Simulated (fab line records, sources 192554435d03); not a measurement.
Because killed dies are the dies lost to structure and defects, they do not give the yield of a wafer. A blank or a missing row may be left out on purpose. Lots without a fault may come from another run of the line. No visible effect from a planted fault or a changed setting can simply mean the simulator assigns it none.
Matching of chambers :: flow n5-finfet :: 4 sister chambers for N5_SDB_CMP_30 on cmp-02
The step polishes, stops on poly-Si, t overpolish 1.54 s, target thk 30 nm. 22 wafers are shown with their chamber, then 11 later ones without.

EACH WAFER AND ITS CHAMBER
wafer: L074.2
chamber: 0
motor-current-A (A): 11.2
time-to-endpoint-s (s): 12.9
overpolish-run-s (s): 1.549

wafer: L074.5
chamber: 0
motor-current-A (A): 11.5
time-to-endpoint-s (s): 13.7
overpolish-run-s (s): 1.528

wafer: L074.6
chamber: 1
motor-current-A (A): 10.6
time-to-endpoint-s (s): 11.9
overpolish-run-s (s): 1.545

wafer: L075.1
chamber: 1
motor-current-A (A): 11.0
time-to-endpoint-s (s): 14.2
overpolish-run-s (s): 1.543

wafer: L075.2
chamber: 0
motor-current-A (A): 11.5
time-to-endpoint-s (s): 16.1
overpolish-run-s (s): 1.536

wafer: L075.4
chamber: 2
motor-current-A (A): 13.3
time-to-endpoint-s (s): 13.8
overpolish-run-s (s): 1.546

wafer: L076.1
chamber: 3
motor-current-A (A): 11.6
time-to-endpoint-s (s): 18.6
overpolish-run-s (s): 1.534

wafer: L076.2
chamber: 1
motor-current-A (A): 10.8
time-to-endpoint-s (s): 13.3
overpolish-run-s (s): 1.538

wafer: L076.4
chamber: 2
motor-current-A (A): 13.8
time-to-endpoint-s (s): 19.4
overpolish-run-s (s): 1.555

wafer: L079.3
chamber: 2
motor-current-A (A): 13.0
time-to-endpoint-s (s): 16.8
overpolish-run-s (s): 1.546

wafer: L079.4
chamber: 3
motor-current-A (A): 11.3
time-to-endpoint-s (s): 20.7
overpolish-run-s (s): 1.542

wafer: L079.6
chamber: 1
motor-current-A (A): 10.8
time-to-endpoint-s (s): 13.2
overpolish-run-s (s): 1.545

wafer: L080.1
chamber: 2
motor-current-A (A): 13.0
time-to-endpoint-s (s): 14.5
overpolish-run-s (s): 1.550

wafer: L080.2
chamber: 1
motor-current-A (A): 10.6
time-to-endpoint-s (s): 13.1
overpolish-run-s (s): 1.541

wafer: L080.6
chamber: 0
motor-current-A (A): 11.2
time-to-endpoint-s (s): 14.9
overpolish-run-s (s): 1.528

wafer: L083.2
chamber: 1
motor-current-A (A): 10.7
time-to-endpoint-s (s): 11.1
overpolish-run-s (s): 1.511

wafer: L083.5
chamber: 2
motor-current-A (A): 12.8
time-to-endpoint-s (s): 15.0
overpolish-run-s (s): 1.522

wafer: L083.6
chamber: 1
motor-current-A (A): 10.7
time-to-endpoint-s (s): 14.1
overpolish-run-s (s): 1.543

wafer: L084.1
chamber: 3
motor-current-A (A): 10.7
time-to-endpoint-s (s): 21.1
overpolish-run-s (s): 1.529

wafer: L084.2
chamber: 0
motor-current-A (A): 11.0
time-to-endpoint-s (s): 17.9
overpolish-run-s (s): 1.534

wafer: L084.5
chamber: 3
motor-current-A (A): 11.0
time-to-endpoint-s (s): 21.2
overpolish-run-s (s): 1.526

wafer: L088.1
chamber: 1
motor-current-A (A): 11.2
time-to-endpoint-s (s): 13.9
overpolish-run-s (s): 1.540

SIGNATURES (means of the wafers above)
reading: motor-current-A
chamber 0: 11.280
chamber 1: 10.800
chamber 2: 13.180
chamber 3: 11.150
scatter within a chamber: 0.293

reading: time-to-endpoint-s
chamber 0: 15.100
chamber 1: 13.100
chamber 2: 15.900
chamber 3: 20.400
scatter within a chamber: 1.65

reading: overpolish-run-s
chamber 0: 1.53500
chamber 1: 1.53825
chamber 2: 1.54380
chamber 3: 1.53275
scatter within a chamber: 0.0105
Rule: for a wafer and a chamber, the distance is found by dividing, reading by reading, the gap between the wafer's reading and the chamber's mean by the reading's scatter, squaring, summing and taking the root. The wafer belongs to the nearest chamber; if the next one is less than 2 further off, it can't be placed. How the scatter is found: for the shown wafers, subtract from each reading the mean of its chamber, square and add these, divide the total by (wafers less chambers), then take the root.

WAFERS WHOSE CHAMBER IS MISSING
wafer: L088.4
motor-current-A (A): 11.1
time-to-endpoint-s (s): 19.4
overpolish-run-s (s): 1.547

wafer: L088.5
motor-current-A (A): 13.0
time-to-endpoint-s (s): 14.5
overpolish-run-s (s): 1.517

wafer: L091.2
motor-current-A (A): 10.6
time-to-endpoint-s (s): 13.4
overpolish-run-s (s): 1.562

wafer: L091.4
motor-current-A (A): 10.9
time-to-endpoint-s (s): 11.9
overpolish-run-s (s): 1.540

wafer: L091.5
motor-current-A (A): 11.4
time-to-endpoint-s (s): 12.3
overpolish-run-s (s): 1.543

wafer: L092.2
motor-current-A (A): 12.9
time-to-endpoint-s (s): 13.7
overpolish-run-s (s): 1.547

wafer: L092.4
motor-current-A (A): 11.3
time-to-endpoint-s (s): 16.0
overpolish-run-s (s): 1.543

wafer: L092.5
motor-current-A (A): 10.5
time-to-endpoint-s (s): 10.8
overpolish-run-s (s): 1.524

wafer: L097.3
motor-current-A (A): 14.0
time-to-endpoint-s (s): 15.2
overpolish-run-s (s): 1.535

wafer: L097.4
motor-current-A (A): 10.9
time-to-endpoint-s (s): 19.5
overpolish-run-s (s): 1.534

wafer: L097.5
motor-current-A (A): 13.3
time-to-endpoint-s (s): 16.2
overpolish-run-s (s): 1.560

WHICH CHAMBER EACH ONE RAN IN
wafer: L088.4
from the rows above: can't be placed: 3 or 0
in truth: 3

wafer: L088.5
from the rows above: 2
in truth: 2

wafer: L091.2
from the rows above: can't be placed: 1 or 0
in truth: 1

wafer: L091.4
from the rows above: can't be placed: 1 or 0
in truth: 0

wafer: L091.5
from the rows above: can't be placed: 0 or 1
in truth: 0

wafer: L092.2
from the rows above: 2
in truth: 2

wafer: L092.4
from the rows above: can't be placed: 0 or 1 or 3
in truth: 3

wafer: L092.5
from the rows above: can't be placed: 1 or 0
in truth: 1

wafer: L097.3
from the rows above: 2
in truth: 2

wafer: L097.4
from the rows above: can't be placed: 3 or 0
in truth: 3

wafer: L097.5
from the rows above: 2
in truth: 2
Correct placement for 4 of the 11. From these rows, 7 cannot be placed; in 7 the true chamber is one of the candidates. 0 placed wrongly.
